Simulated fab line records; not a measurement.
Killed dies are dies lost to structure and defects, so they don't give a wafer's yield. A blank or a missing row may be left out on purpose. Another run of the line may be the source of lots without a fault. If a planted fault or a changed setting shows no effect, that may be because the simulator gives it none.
Which tool was responsible? + flow n5Finfet + 33 wafers from 11 lots sampled at 5 of the route's 1938 steps

WHAT EACH GAUGE READ, for each wafer
N5_BEOL_M13_CD_MEAS_17: the cd target is 190 nm. Usual: cdNm at 190.8 nm, with a standard deviation of 1.7.
| lot  | measured     | on       | cdNm (nm)         | flag |
|------|--------------|----------|-------------------|------|
| L252 | day 11 21:52 | cdSem-02 | 192.2 191.4 190.0 |      |
| L253 | day 12 00:30 | cdSem-01 | 193.4 193.0 189.4 |      |
| L256 | day 14 01:06 | cdSem-01 | 189.5 194.9 194.3 |      |
| L258 | day 15 00:36 | cdSem-03 | 192.0 189.7 190.1 |      |
| L257 | day 15 01:39 | cdSem-01 | 191.3 192.1 192.7 |      |
| L260 | day 15 20:44 | cdSem-01 | 192.9 191.6 190.8 |      |
| L267 | day 16 23:23 | cdSem-02 | 190.0 189.5 188.6 |      |
| L254 | day 17 00:39 | cdSem-01 | 188.5 191.4 191.0 |      |
| L266 | day 18 05:22 | cdSem-02 | 190.9 192.6 193.0 |      |
| L271 | day 18 13:04 | cdSem-03 | 189.9 191.5 191.7 |      |
| L275 | day 18 19:13 | cdSem-03 | 191.7 191.8 194.1 |      |

N5_BEOL_M13_OVL_MEAS_29. Usual: M13_OVL 1 nm, standard deviation 7.3.
| lot  | measured     | on         | M13_OVL (nm) | flag |
|------|--------------|------------|--------------|------|
| L252 | day 11 22:13 | overlay-02 | -2 -4 1      |      |
| L253 | day 12 00:52 | overlay-01 | 0 -5 -6      |      |
| L256 | day 14 01:35 | overlay-01 | 1 5 2        |      |
| L258 | day 15 01:05 | overlay-01 | 10 11 13     |      |
| L257 | day 15 02:01 | overlay-02 | 26 28 29     | OFF  |
| L260 | day 15 21:13 | overlay-02 | 27 27 23     | OFF  |
| L267 | day 16 23:52 | overlay-02 | 7 -7 -5      |      |
| L254 | day 17 01:08 | overlay-01 | 27 26 28     | OFF  |
| L266 | day 18 05:51 | overlay-01 | 1 -4 -1      |      |
| L271 | day 18 13:25 | overlay-01 | 0 0 -2       |      |
| L275 | day 18 19:34 | overlay-01 | 3 -6 -7      |      |

EACH LOT AND THE TOOL THAT RAN IT (in order: tool; ch and the chambers of the sampled wafers; start)
| lot  | N5_BEOL_M12_ETCH_68               | N5_BEOL_M12_ANNEAL_48           | N5_BEOL_M13_EXPOSE_25            |
|------|-----------------------------------|---------------------------------|----------------------------------|
| L252 | rieDiel-01 ch 0,3, day 11 18:35   | rtpAnneal-02 ch 0, day 11 19:57 | krfScanner-01 ch 0, day 11 22:01 |
| L253 | rieDiel-03 ch 2,3, day 11 19:08   | rtpAnneal-01 ch 0, day 11 22:39 | krfScanner-01 ch 0, day 12 00:40 |
| L256 | rieDiel-03 ch 0,3, day 13 19:17   | rtpAnneal-01 ch 0, day 13 23:04 | krfScanner-02 ch 0, day 14 01:23 |
| L258 | rieDiel-01 ch 0,1,3, day 14 19:07 | rtpAnneal-02 ch 0, day 14 21:48 | krfScanner-02 ch 0, day 15 00:53 |
| L257 | rieDiel-01 ch 0,1,3, day 14 20:08 | rtpAnneal-02 ch 0, day 14 22:34 | krfScanner-02 ch 0, day 15 01:48 |
| L260 | rieDiel-05 ch 0,1,3, day 15 12:53 | rtpAnneal-02 ch 0, day 15 18:53 | krfScanner-02 ch 0, day 15 21:01 |
| L267 | rieDiel-01 ch 1,2, day 16 19:21   | rtpAnneal-02 ch 0, day 16 21:33 | krfScanner-01 ch 0, day 16 23:40 |
| L254 | rieDiel-01 ch 0,1, day 16 19:53   | rtpAnneal-01 ch 0, day 16 22:37 | krfScanner-02 ch 0, day 17 00:56 |
| L266 | rieDiel-03 ch 0,2,3, day 17 23:55 | rtpAnneal-02 ch 0, day 18 03:33 | krfScanner-01 ch 0, day 18 05:39 |
| L271 | rieDiel-03 ch 0,2,3, day 18 07:00 | rtpAnneal-01 ch 0, day 18 11:16 | krfScanner-01 ch 0, day 18 13:14 |
| L275 | rieDiel-03 ch 2,3, day 18 12:47   | rtpAnneal-02 ch 0, day 18 17:11 | krfScanner-01 ch 0, day 18 19:22 |
- N5_BEOL_M12_ETCH_68: etches SOC in N2/H2, time 285 s.
- N5_BEOL_M12_ANNEAL_48: time 90 s.
- N5_BEOL_M13_EXPOSE_25: exposes mask M13, target cd 210 nm.

WHAT THE TOOLS THEMSELVES READ (means of the sampled wafers that have a number; where no wafer has one, the mark that the record gives instead)
N5_BEOL_M12_ETCH_68. Usual: drypumpMotorCurrentA 6.0 A, standard deviation 0.51; oesProductAu 0.80 a.u., standard deviation 0.066; rfVppV 522.8 V, standard deviation 2.6; showerheadPlenumPTorr 2.50 Torr, standard deviation 0.092; throttleValvePct 17.77 %, standard deviation 0.19.
| lot  | tool       | drypumpMotorCurrentA (A) | oesProductAu (a.u.) | rfVppV (V) | showerheadPlenumPTorr (Torr) | throttleValvePct (%) | flag |
|------|------------|--------------------------|---------------------|------------|------------------------------|----------------------|------|
| L252 | rieDiel-01 | 5.5                      | 0.74                | 518.5      | 2.35                         | 17.59                |      |
| L253 | rieDiel-03 | 6.3                      | 0.86                | 524.9      | 2.58                         | 17.86                |      |
| L256 | rieDiel-03 | 5.9                      | 0.83                | 522.6      | 2.51                         | 17.97                |      |
| L258 | rieDiel-01 | 5.9                      | 0.75                | 520.2      | 2.40                         | 17.66                |      |
| L257 | rieDiel-01 | 5.9                      | 0.74                | 520.4      | 2.40                         | 17.66                |      |
| L260 | rieDiel-05 | 5.7                      | 0.83                | 522.9      | 2.49                         | 17.53                |      |
| L267 | rieDiel-01 | 5.7                      | 0.89                | 523.9      | 2.56                         | 17.62                |      |
| L254 | rieDiel-01 | 6.4                      | 0.76                | 520.5      | 2.45                         | 17.71                |      |
| L266 | rieDiel-03 | 6.1                      | 0.80                | 523.7      | 2.53                         | 17.97                |      |
| L271 | rieDiel-03 | 6.1                      | 0.80                | 523.5      | 2.53                         | 17.98                |      |
| L275 | rieDiel-03 | 6.3                      | 0.79                | 524.5      | 2.56                         | 17.94                |      |

N5_BEOL_M12_ANNEAL_48. Usual: wafer_temp_C_max at 226.04, with a standard deviation of 0.29.
| lot  | tool         | wafer_temp_C_max | flag |
|------|--------------|------------------|------|
| L252 | rtpAnneal-02 | 225.76           |      |
| L253 | rtpAnneal-01 | 226.09           |      |
| L256 | rtpAnneal-01 | 226.04           |      |
| L258 | rtpAnneal-02 | 225.69           |      |
| L257 | rtpAnneal-02 | 225.76           |      |
| L260 | rtpAnneal-02 | 225.75           |      |
| L267 | rtpAnneal-02 | 225.88           |      |
| L254 | rtpAnneal-01 | 226.10           |      |
| L266 | rtpAnneal-02 | 226.14           |      |
| L271 | rtpAnneal-01 | 226.24           |      |
| L275 | rtpAnneal-02 | 225.97           |      |

N5_BEOL_M13_EXPOSE_25. Usual: stageVelMmS 500.01 mm/s, standard deviation 0.26.
| lot  | tool          | stageVelMmS (mm/s) | flag |
|------|---------------|--------------------|------|
| L252 | krfScanner-01 | 499.84             |      |
| L253 | krfScanner-01 | 500.18             |      |
| L256 | krfScanner-02 | 499.78             |      |
| L258 | krfScanner-02 | 499.76             |      |
| L257 | krfScanner-02 | 499.97             |      |
| L260 | krfScanner-02 | 500.23             |      |
| L267 | krfScanner-01 | 500.09             |      |
| L254 | krfScanner-02 | 500.16             |      |
| L266 | krfScanner-01 | 500.08             |      |
| L271 | krfScanner-01 | 499.91             |      |
| L275 | krfScanner-01 | 499.96             |      |

THE ANSWER, worked out from the rows above alone
Rule: lot off if the mean of its wafers having a number is beyond 3 standard deviations from the usual mean. A lot without any number at a reading at which 4 lots or more have one is off too. The other lots that the step has rows for count as sound. After the gauges, taken in route order, come the tools' own readings; for these a lot's mean is taken, as printed above. At the first step where some lot is off, the reading lying furthest off is the one used; lots without a number count as furthest.
Off: at N5_BEOL_M13_OVL_MEAS_29 (M13_OVL), L257, L260, L254.
A tool fits if, at a process step before that reading, it ran every lot that is off, and no sound lot after the first of them. The gauges at N5_BEOL_M13_OVL_MEAS_29 are tried like those tools. One fits: N5_BEOL_M13_EXPOSE_25 on krfScanner-02. Its last sound lot is L258 (day 15 00:53), its first lot that is off L257 (day 15 01:48): a fault that began between those two fits.

WHAT THE SIMULATOR HAD PUT IN
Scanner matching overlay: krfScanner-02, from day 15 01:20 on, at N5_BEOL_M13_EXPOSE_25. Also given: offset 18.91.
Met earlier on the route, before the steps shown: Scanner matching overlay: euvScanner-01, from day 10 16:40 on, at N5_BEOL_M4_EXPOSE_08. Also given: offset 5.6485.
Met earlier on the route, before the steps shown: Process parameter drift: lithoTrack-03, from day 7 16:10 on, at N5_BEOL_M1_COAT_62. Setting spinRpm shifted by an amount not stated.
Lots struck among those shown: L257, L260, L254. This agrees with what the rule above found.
